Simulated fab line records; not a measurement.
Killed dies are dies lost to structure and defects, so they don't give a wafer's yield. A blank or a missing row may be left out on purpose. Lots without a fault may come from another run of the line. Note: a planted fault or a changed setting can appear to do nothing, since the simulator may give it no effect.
fab line records | flow n5Finfet
record lots=7 wafers=19 lastDay=21
route steps=1938 shown WELL_APT@29 BEOL_M4@1111 PASSIVATION@1936
lots that met no fault: taken from a fault-free run of the same line
startH: the number of hours between the record's first day and the start of the first shown wafer of the lot | waitH: hours elapsed since this lot's preceding step | " repeats the value in the row above | L1.1+2: one row covering several wafers at once | - no value, or no start was given | * or withheld: withheld | < > ~ a bound
route shown NAME@n: a module of which the file shows steps, and the number in the route of the first | usual: average and standard deviation across the fault-free wafers | same: alike in all rows | chamber/n: place in a boat | sites: the reading at each site | _std_site: their standard deviation | _edge_site: outer sites' mean less inner sites' | radiusMm: for every site, how far away it sits from the centre of the wafer | mask NAME#n: copy n | behind: the last tool/chamber to shape the wafer | hold: the reason the lot was held/the length of the hold in hours/how it ended | device: the transistor (n, p or np) that didn't switch | end of line: tests run on the same wafers once the route is complete | a step with no rows: only its recipe | killed: dies that structure and defects cost at the first sort, which is not the same as the wafer's yield | map: a wafer's dies, marking killed ones x, the rest . and places with no die _
set.NAME: the setting as run; set.NAME@STEP: as run at that earlier step | model.NAME: the simulator's own value behind a step, which no gauge read
certain route steps with their lots: each step a table, each wafer a row
services: a tool's chamber out of use, with start hour (startH, from the record's first day; less than 0 if before it), hours out, and reason
## steps
# step N5_WELL_APT_OVL_MEAS_09
# recipe pointsPerWafer=44
# usual NWELL_OVL=4/4.4
# columns lot.wafer tool chamber startH waitH NWELL_OVL[nm]
L189.1 overlay-02 0 25.75 0.0 2
L189.3 " 0 " " 6
L189.5 " 0 " " 0
L193.1 overlay-02 0 50.03 0.0 4
L193.3 " 0 " " -6
L193.6 " 0 " " 2
L200.4 overlay-01 0 91.59 0.0 5
L200.5 " 0 " " 4
L200.6 " 0 " " 0
L201.3 overlay-01 0 97.72 0.0 3
L201.4 " 0 " " 7
L202.3 overlay-01 0 103.88 0.0 6
L202.5 " 0 " " 1
L207.1 overlay-01 0 133.84 0.0 8
L207.5 " 0 " " 5
L207.6 " 0 " " 3
L209.3 overlay-01 0 145.65 0.0 4
L209.4 " 0 " " 2
L209.6 " 0 " " 4
# step N5_WELL_APT_INSPECT_10
# recipe mode=adi inspectInstrument=macro
# usual rawDefectCount=2.0/1.6
# columns lot.wafer tool chamber startH waitH rawDefectCount
L189.1 defectInspect-01 - 25.78 0.0 5
L189.3 " - " " 4
L189.5 " - " " 3
L193.1 defectInspect-01 - 50.05 0.0 2
L193.3 " - " " 2
L193.6 " - " " 6
L200.4 defectInspect-01 - 91.61 0.0 1
L200.5 " - " " 1
L200.6 " - " " 2
L201.3 defectInspect-02 - 97.74 0.0 1
L201.4 " - " " 1
L202.3 defectInspect-02 - 103.91 0.0 2
L202.5 " - " " 4
L207.1 defectInspect-02 - 133.86 0.0 2
L207.5 " - " " 6
L207.6 " - " " 0
L209.3 defectInspect-02 - 145.67 0.0 1
L209.4 " - " " 1
L209.6 " - " " 1
# step N5_WELL_APT_DESCUM_13
# recipe chemistry=O2 timeS=7.9 sourcePowerW=50 biasPowerW=20 pressureMtorr=20 rfFrequencyHz=2.712e+07 tempC=40 o2FlowSccm=225
# usual drypumpMotorCurrentA=5.65/0.23 oesProductAu=0.76/0.067 rfVppV=243.2/1.2 showerheadPlenumPTorr=2.11/0.064 throttleValvePct=20.53/0.25
# columns lot.wafer tool chamber startH waitH drypumpMotorCurrentA oesProductAu rfHoursCounterH rfVppV showerheadPlenumPTorr throttleValvePct
L189.1 rieDiel-04 3 25.86 0.1 5.23 0.77 125 242.9 2.20 20.79
L189.3 " 2 " " 5.40 0.71 194 244.4 2.17 20.42
L189.5 " 2 " " 5.41 0.71 - 243.7 2.17 20.42
L193.1 rieDiel-03 2 50.31 0.3 6.00 0.79 129 243.0 2.18 20.33
L193.3 " 3 " " 5.66 0.83 97 241.5 1.99 20.05
L193.6 " 0 " " 5.52 0.72 - 243.3 2.10 20.52
L200.4 rieDiel-01 2 91.68 0.1 5.63 0.77 132 241.1 2.09 20.74
L200.5 " 0 " " 5.73 0.87 - 241.9 2.02 20.23
L200.6 " 1 " " 5.53 0.89 - 245.3 2.19 20.24
L201.3 rieDiel-03 2 97.78 0.0 5.95 0.76 145 243.8 2.17 20.36
L201.4 " 1 " " 5.81 0.81 - 241.5 2.03 20.65
L202.3 rieDiel-04 1 104.01 0.1 5.90 0.70 237 242.3 2.07 20.70
L202.5 " 1 " " 5.91 0.70 - 242.3 2.07 20.71
L207.1 rieDiel-04 1 134.04 0.2 5.92 0.70 245 241.6 2.06 20.71
L207.5 " 3 " " 5.24 0.76 - 243.6 2.19 20.81
L207.6 " 2 " " 5.43 0.69 - 244.1 2.16 20.46
L209.3 rieDiel-04 2 145.71 0.0 5.41 0.70 223 241.6 2.16 20.47
L209.4 " 2 " " 5.39 0.68 - 243.8 2.16 20.46
L209.6 " 1 " " 5.92 0.69 - 241.6 2.06 20.73
# step N5_WELL_APT_IMPLANT_14
# recipe species=P energyKev=160 doseCm2=1.5e+13 tiltDeg=0 rotationDeg=0
# step N5_WELL_APT_IMPLANT_15
# recipe species=As energyKev=25 doseCm2=1.5e+13 tiltDeg=0 rotationDeg=0
# step N5_WELL_APT_STRIP_16
# recipe chemistry=SPM timeS=900 tempC=130 h2so4H2o2VolRatio=4 dry=ipaMarangoni
# step N5_WELL_APT_HMDS_18
# recipe timeS=60 tempC=120
# step N5_WELL_APT_COAT_19
# recipe spinRpm=1357 resistThkNm=950
# step N5_WELL_APT_EBR_21
# recipe solvent=PGMEA ebrWidthMm=1.5
# step N5_WELL_APT_SOFTBAKE_20
# recipe tempC=130 timeS=60
# step N5_WELL_APT_EXPOSE_22
# recipe maskId=PWELL na=0.8 sourceShape=conventional sigmaOuter=0.8 polarization=unpolarized defocusNm=0 targetCdNm=200 doseMj=23.2
# step N5_WELL_APT_PEB_23
# recipe pebTempC=130 pebTimeS=90
# step N5_WELL_APT_DEVELOP_24
# recipe developTimeS=45 rinseLiquid=surfactantRinse dry=airSpin devTempC=21
# columns lot.wafer tool chamber startH waitH model.WELL_APT.cdNm
L189.1 lithoTrack-01 0 26.91 - 200.8
L189.3 " 0 " " 201.1
L189.5 " 0 " " 200.7
L193.1 lithoTrack-03 0 51.36 - 195.8
L193.3 " 0 " " 199.4
L193.6 " 0 " " 200.7
L200.4 lithoTrack-01 0 92.61 - 197.4
L200.5 " 0 " " 199.4
L200.6 " 0 " " 198.5
L201.3 lithoTrack-01 0 98.82 - 194.4
L201.4 " 0 " " 200.1
L202.3 lithoTrack-01 0 105.07 - 197.7
L202.5 " 0 " " 203.1
L207.1 lithoTrack-04 0 135.08 - 202.3
L207.5 " 0 " " 199.9
L207.6 " 0 " " 202.2
L209.3 lithoTrack-03 0 146.75 - 199
L209.4 " 0 " " 198.3
L209.6 " 0 " " 197.6
# step N5_WELL_APT_HARDBAKE_29
# recipe tempC=130 timeS=120
# step N5_BEOL_M4_RC_MEAS_101
# usual DIBL_N=36.1/2.3 DIBL_P=36/3.2 IOFF_N=0.16/0.045 IOFF_P=0.21/0.049 ION_N=674/14 ION_P=462/8.4 SS_N=71.6/0.83 SS_P=73.2/0.87 VT_N=249/3.8 VT_P=-250/3.4
# columns lot.wafer tool chamber startH waitH DIBL_N[mV/V] DIBL_P[mV/V] IOFF_N[nA/um] IOFF_P[nA/um] ION_N[uA/um] ION_P[uA/um] SS_N[mV/dec] SS_P[mV/dec] VT_N[mV] VT_P[mV]
L189.1 prober-01 0 266.33 0.0 35.2 32 0.13 0.17 664 457 71.2 71.8 252 -253
L189.3 " 0 " " 40.8 40 0.25 0.30 681 466 73.4 74.0 246 -246
L189.5 " 0 " " 35.6 34 0.14 0.19 657 453 71.9 72.9 251 -250
L193.1 prober-02 0 277.54 0.0 35.4 34 0.16 0.17 680 456 71.3 72.7 249 -253
L193.3 " 0 " " 34.4 35 0.15 0.20 681 465 70.9 72.7 247 -251
L193.6 " 0 " " 34.6 35 0.14 0.18 670 453 71.6 72.9 248 -253
L202.3 prober-01 0 345.01 0.3 38.0 39 0.21 0.23 681 458 72.3 73.6 245 -250
L202.5 " 0 " " 40.4 42 0.27 0.27 700 467 72.8 74.4 240 -249
L200.4 prober-02 0 345.27 0.5 35.0 34 0.14 0.19 658 451 71.9 72.7 248 -251
L200.5 " 0 " " 35.6 35 0.14 0.22 662 462 72.0 74.3 248 -250
L200.6 " 0 " " 33.1 31 0.11 0.15 658 453 71.1 72.1 252 -254
L201.3 prober-02 0 347.97 0.3 35.5 33 0.13 0.18 664 458 71.2 72.5 253 -253
L201.4 " 0 " " 34.3 30 0.10 0.13 633 437 71.1 72.3 259 -259
L207.1 prober-02 0 358.67 0.0 37.4 39 0.19 0.23 695 472 72.0 74.2 244 -251
L207.5 " 0 " " 40.1 41 0.24 0.29 685 475 72.7 74.1 244 -246
L207.6 " 0 " " 37.9 39 0.18 0.22 685 469 72.5 73.3 247 -252
L209.3 prober-02 0 364.75 0.3 36.8 34 0.16 0.18 681 461 70.7 73.5 247 -251
L209.4 " 0 " " 34.9 32 0.13 0.17 685 471 70.6 71.9 248 -253
L209.6 " 0 " " 39.1 36 0.19 0.20 686 461 71.7 73.6 248 -251
# step N5_PASSIVATION_PROBE_49
# usual defectLimitedYield=90.9/1.6 killed_at_M0_to_M3=37/11 killed_at_M4_up=15/5.6 killedAtContacts=13/6.4 killedAtFrontEnd=39/11 killedAtOther=4/3.1 killedDies=107/19 killedOnRim=14/4.3 killedOpen=71/14 killedShort=34/7.8 sort_bin_5_function=5.3/1 sort_bin_6_memory=3.4/0.72 sort_bin_8_speed=0.0/0.42 sortNPass=1072/20 sortYieldPct=90.9/1.7
# same grossDies=1180 killedAtBackSide=0 sort_bin_4_leakage[%]=0
# columns lot.wafer tool chamber startH waitH defectLimitedYield[%] killed_at_M0_to_M3 killed_at_M4_up killedAtContacts killedAtFrontEnd killedAtOther killedDies killedOnRim killedOpen killedShort sort_bin_5_function[%] sort_bin_6_memory[%] sort_bin_8_speed[%] sortNPass sortYieldPct[%]
L189.1 prober-02 - 370.90 0.0 93.2 38 9 4 28 1 80 11 48 30 4.2 2.2 0 1100 93.2
L189.3 prober-02 - 371.00 0.1 93.7 35 13 2 23 1 74 12 47 20 3.3 2.5 0 1106 93.7
L189.5 prober-02 - 371.10 0.2 91.5 33 18 6 42 1 100 10 67 28 4.6 3.5 0 1080 91.5
L193.1 prober-02 - 395.28 0.0 92.3 23 18 27 21 2 91 14 64 25 4.3 3.0 0 1089 92.3
L193.3 prober-02 - 395.38 0.1 93.8 26 14 4 27 2 73 19 47 23 3.1 3.0 0 1107 93.8
L193.6 prober-02 - 395.53 0.3 92.5 34 15 21 14 4 88 15 64 21 4.6 2.7 0 1092 92.5
L202.3 prober-02 - 467.70 0.1 92.7 34 3 10 38 1 86 15 53 33 4.3 2.5 0 1094 92.7
L202.5 prober-02 - 467.80 0.2 91.4 33 20 9 37 2 101 12 71 29 5.2 3.1 0 1079 91.4
L200.4 prober-01 - 468.08 0.2 91.9 45 9 16 24 2 96 16 58 35 4.2 3.7 0 1084 91.9
L200.5 prober-01 - 468.13 0.2 89.5 58 7 27 24 8 124 14 84 38 6.4 4.0 0 1056 89.5
L200.6 prober-01 - 468.18 0.3 92.9 30 12 15 25 2 84 11 56 26 4.0 3.1 0 1096 92.9
L209.3 prober-02 - 479.14 0.1 92.1 47 9 20 17 0 93 17 66 24 4.9 2.8 0 1087 92.1
L209.4 prober-02 - 479.19 0.2 91.9 55 9 5 25 2 96 21 62 32 4.6 3.2 0 1084 91.9
L209.6 prober-02 - 479.29 0.3 90.7 58 9 17 22 4 110 13 75 34 5.6 3.3 0 1070 90.7
L207.1 prober-01 - 496.17 0.0 90.3 37 13 8 51 6 115 12 70 42 5.6 3.6 0 1065 90.3
L207.5 prober-01 - 496.37 0.2 91.4 40 8 11 37 5 101 16 70 30 5.3 3.1 0 1079 91.4
L207.6 prober-01 - 496.42 0.3 89.7 60 13 7 40 2 122 10 65 53 6.9 2.9 0 1058 89.7
# killed by level:class
L189.1 BEOL_M1:geometricParticle:open=8 BEOL_M3:geometricParticle:open=8 BEOL_M0_SAQP:geometricParticle:open=6 FIN_SAQP:geometricParticle:open=5 BEOL_M2:geometricParticle:open=5 SPACER0:geometricParticle:short=4 GATE_CUT:geometricParticle:short=4 DUMMY_GATE:geometricParticle:open=3
L189.3 BEOL_M3:geometricParticle:open=7 BEOL_M4:geometricParticle:open=7 BEOL_M2:geometricParticle:open=6 FIN_SAQP:geometricParticle:open=4 BEOL_M0_SAQP:geometricParticle:open=4 BEOL_M0_SAQP:geometricParticle:short=4 BEOL_M3:geometricParticle:short=4 STI_FIN_REVEAL:geometricParticle:open=3
L189.5 FIN_SAQP:geometricParticle:open=7 DUMMY_GATE:geometricParticle:open=7 BEOL_M1:geometricParticle:open=7 BEOL_M2:geometricParticle:open=6 BEOL_M3:geometricParticle:open=6 STI_FIN_REVEAL:geometricParticle:open=5 BEOL_M0:geometricParticle:short=5 BEOL_M4:geometricParticle:open=5
L193.1 MOL_CONTACT_COAG:geometricParticle:open=24 BEOL_M4:geometricParticle:open=10 FIN_SAQP:geometricParticle:open=7 BEOL_M0_SAQP:geometricParticle:short=6 BEOL_M0_SAQP:geometricParticle:open=4 STI_FIN_REVEAL:geometricParticle:open=3 MOL_CONTACT_COAG:geometricParticle:short=3 BEOL_M1:geometricParticle:open=3
L193.3 FIN_SAQP:geometricParticle:open=6 STI_FIN_REVEAL:geometricParticle:open=5 BEOL_M0_SAQP:geometricParticle:short=5 BEOL_M4:geometricParticle:open=5 BEOL_M0:geometricParticle:open=4 FIN_SAQP:geometricParticle:short=3 MOL_CONTACT_COAG:geometricParticle:open=3 BEOL_M1:geometricParticle:open=3
L193.6 MOL_CONTACT_COAG:geometricParticle:open=17 BEOL_M4:geometricParticle:open=10 BEOL_M1:geometricParticle:open=7 BEOL_M0_SAQP:geometricParticle:short=7 STI_FIN_REVEAL:geometricParticle:open=4 MOL_CONTACT_COAG:geometricParticle:short=4 BEOL_M0_SAQP:geometricParticle:open=4 FIN_SAQP:geometricParticle:open=3
L202.3 FIN_SAQP:geometricParticle:short=9 MOL_CONTACT_COAG:geometricParticle:open=9 FIN_SAQP:geometricParticle:open=6 DUMMY_GATE:geometricParticle:open=6 BEOL_M1:geometricParticle:short=6 BEOL_M0_SAQP:geometricParticle:open=5 BEOL_M0:geometricParticle:open=5 BEOL_M2:geometricParticle:open=5
L202.5 BEOL_M1:geometricParticle:open=9 BEOL_M4:geometricParticle:open=9 FIN_SAQP:geometricParticle:open=7 BEOL_M2:geometricParticle:open=6 MOL_CONTACT_COAG:geometricParticle:open=6 BEOL_M1:geometricParticle:short=6 FIN_SAQP:geometricParticle:short=5 STI_FIN_REVEAL:geometricParticle:open=4
L200.4 BEOL_M0_SAQP:geometricParticle:open=13 BEOL_M0_SAQP:geometricParticle:short=12 MOL_CONTACT_COAG:geometricParticle:open=11 GATE_CUT:geometricParticle:short=6 BEOL_M3:geometricParticle:open=6 STI_FIN_REVEAL:geometricParticle:open=5 MOL_CONTACT_COAG:geometricParticle:short=4 BEOL_M1:geometricParticle:open=4
L200.5 BEOL_M0_SAQP:geometricParticle:open=23 MOL_CONTACT_COAG:geometricParticle:open=21 BEOL_M1:geometricParticle:open=11 BEOL_M3:geometricParticle:open=10 BEOL_M0_SAQP:geometricParticle:short=8 MIM_TOP:geometricParticle:short=7 STI_FIN_REVEAL:geometricParticle:open=6 GATE_CUT:geometricParticle:short=5
L200.6 MOL_CONTACT_COAG:geometricParticle:open=9 BEOL_M0_SAQP:geometricParticle:open=7 STI_FIN_REVEAL:geometricParticle:open=6 BEOL_M1:geometricParticle:open=6 BEOL_M0_SAQP:geometricParticle:short=6 MOL_CONTACT_COAG:geometricParticle:short=5 BEOL_M3:geometricParticle:open=5 BEOL_M4:geometricParticle:open=5
L209.3 BEOL_M2:geometricParticle:open=18 MOL_CONTACT_COAG:geometricParticle:open=17 BEOL_M0_SAQP:geometricParticle:short=8 STI_FIN_REVEAL:geometricParticle:open=5 BEOL_M0:geometricParticle:open=5 BEOL_M0_SAQP:geometricParticle:open=4 BEOL_M1:geometricParticle:open=4 GATE_CUT:geometricParticle:short=3
L209.4 BEOL_M3:geometricParticle:open=17 BEOL_M0_SAQP:geometricParticle:open=10 BEOL_M0_SAQP:geometricParticle:short=9 BEOL_M2:geometricParticle:open=6 STI_FIN_REVEAL:geometricParticle:open=5 BEOL_M0:geometricParticle:open=5 BEOL_M4:geometricParticle:open=5 ILD0:geometricParticle:short=4
L209.6 MOL_CONTACT_COAG:geometricParticle:open=16 BEOL_M0_SAQP:geometricParticle:open=16 BEOL_M0_SAQP:geometricParticle:short=14 BEOL_M2:geometricParticle:open=10 BEOL_M1:geometricParticle:open=8 BEOL_M3:geometricParticle:open=5 STI_FIN_REVEAL:geometricParticle:open=4 ILD0:geometricParticle:open=4
L207.1 STI_FIN_REVEAL:geometricParticle:open=11 FIN_SAQP:geometricParticle:short=9 FIN_SAQP:geometricParticle:open=9 BEOL_M2:geometricParticle:short=8 BEOL_M4:geometricParticle:open=8 BEOL_M1:geometricParticle:open=6 BEOL_M2:geometricParticle:open=6 BEOL_M3:geometricParticle:open=6
L207.5 STI_FIN_REVEAL:geometricParticle:open=11 BEOL_M3:geometricParticle:open=10 BEOL_M0_SAQP:geometricParticle:short=7 BEOL_M0_SAQP:geometricParticle:open=6 BEOL_M1:geometricParticle:open=6 FIN_SAQP:geometricParticle:open=5 MOL_CONTACT_COAG:geometricParticle:open=5 MOL_CONTACT_COAG:geometricParticle:short=5
L207.6 BEOL_M0_SAQP:geometricParticle:short=13 BEOL_M3:geometricParticle:open=12 GATE_CUT:geometricParticle:short=8 BEOL_M2:geometricParticle:short=8 STI_FIN_REVEAL:geometricParticle:open=7 FIN_SAQP:geometricParticle:open=6 FIN_SAQP:geometricParticle:short=6 BEOL_M3:geometricParticle:short=6
## services
# columns tool chamber startH hours kind
rieDiel-04 2 17.77 6.1 repair
rieDiel-01 - 34.96 2.1 repair
lithoTrack-03 - 41.44 - consumableReplace:filter
rieDiel-04 - 50.82 2.8 pm
rieDiel-01 0 54.23 13.5 repair
rieDiel-03 0 56.45 17.9 repair
rieDiel-03 3 73.73 36.7 repair
rieDiel-04 3 94.76 1.6 repair
rieDiel-01 - 114.20 2.8 pm
rieDiel-03 2 115.16 18.1 repair
rieDiel-04 0 128.41 - clean
rieDiel-04 0 128.41 - consumableReplace:focusRing
rieDiel-04 0 128.41 18.3 scheduledDown
rieDiel-04 0 128.41 18.3 ventCycle
## key
firstSign none at tools or gauges
modelEffect step=N5_WELL_APT_DEVELOP_24 value=WELL_APT.cdNm without=201.5 struck=198.6
metAt N5_WELL_APT_DEVELOP_24
struckWafers L200.5,L201.3,L202.3,L202.5
onsetBetween 26.91 92.61
fault kind=processParameterDrift tool=lithoTrack-01 chamber=- onsetH=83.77 steps=N5_WELL_APT_DEVELOP_24 channel=developTimeS offset=* shape=step endH=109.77 scope=struckWafersOnly actsIn=* stated=*
